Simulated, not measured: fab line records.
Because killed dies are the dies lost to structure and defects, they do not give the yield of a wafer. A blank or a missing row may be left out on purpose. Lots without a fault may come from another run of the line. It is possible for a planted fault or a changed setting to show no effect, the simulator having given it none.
Struck lot and sound lot, side by side	flow nandHarc	13 out of 1159 route steps
Sound: the wafers L125.2, L125.5, L125.6. Wafers struck: L117.2, L117.4, L117.5. The cause comes at the end.
At each step with rows: each side's tool, then ch and its chambers, then its first start. Under that, the readings that differ: sound wafers	struck wafers	difference of the means	sigmas: that difference in standard deviations of wafers without a fault.
alike: readings whose means differ by less than 2 such deviations, and words and numbers that are the same on both sides. not compared: withheld readings, readings that some wafer has no value for, bounds like >300 that may hide the same value, and numbers for which the record gives no deviation and whose values overlap.
Wherever a step has rows on one side only, a row that says differs or no value, or a row with sigmas, the two part there. Non-overlapping numbers with no deviation appear without sigmas and do not part them. A reading missing from all wafers of one side parts the sides only when that side holds two or more wafers.

NHARC_A_BLC_CMP_25: polishes, t overpolish 30 s, target thk 150 nm.
  sound on cmp-01 ch 1,2,3, day 22 02:58; struck on cmp-03 ch 0,1, day 20 06:11
  alike: motorCurrentA, overpolishRunS, timeToEndpointS
following that, these wafers have no rows for 1 step: NHARC_A_BLC_SRD_27.
NHARC_A_BLC_INSPECT_28:
  sound on defectInspect-02, day 22 03:22; struck on defectInspect-02, day 20 06:35
  alike: rawDefectCount
then, 8 steps without rows for these wafers: NHARC_A_M0_DEP_00 (deposits SiOC, target thk 150 nm); NHARC_A_M0_DEHYDRATE_01 (time 120 s); NHARC_A_M0_HMDS_02 (time 30 s); NHARC_A_M0_COAT_33 (time 65 s); NHARC_A_M0_COAT_03 (resist thk 90 nm); NHARC_A_M0_SOFTBAKE_04 (time 55 s); NHARC_A_M0_EBR_05; NHARC_A_M0_EXPOSE_06 (exposes mask A M0, target cd 80 nm).
NHARC_A_M0_PEB_07: peb time 65 s.
  struck on lithoTrack-01, day 20 07:16; sound on lithoTrack-04 ch 0, day 22 04:49
  no value came back on the struck wafers for chillPlateTempC (C), exhaustPa (Pa), heaterPowerTotalW (W), resistLineTempC (C); on the sound wafers chillPlateTempC (C) reads 23.01 23.07 23.09
then, 1 step without rows for these wafers: NHARC_A_M0_DEVELOP_08 (develop time 35 s).

== WHERE THEY PART ==
Only at NHARC_A_M0_PEB_07, within this record.

WHY: what the simulator had put in
Entire step skipped (lithoTrack-01, NHARC_A_M0_PEB_07), from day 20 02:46 onward. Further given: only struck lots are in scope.
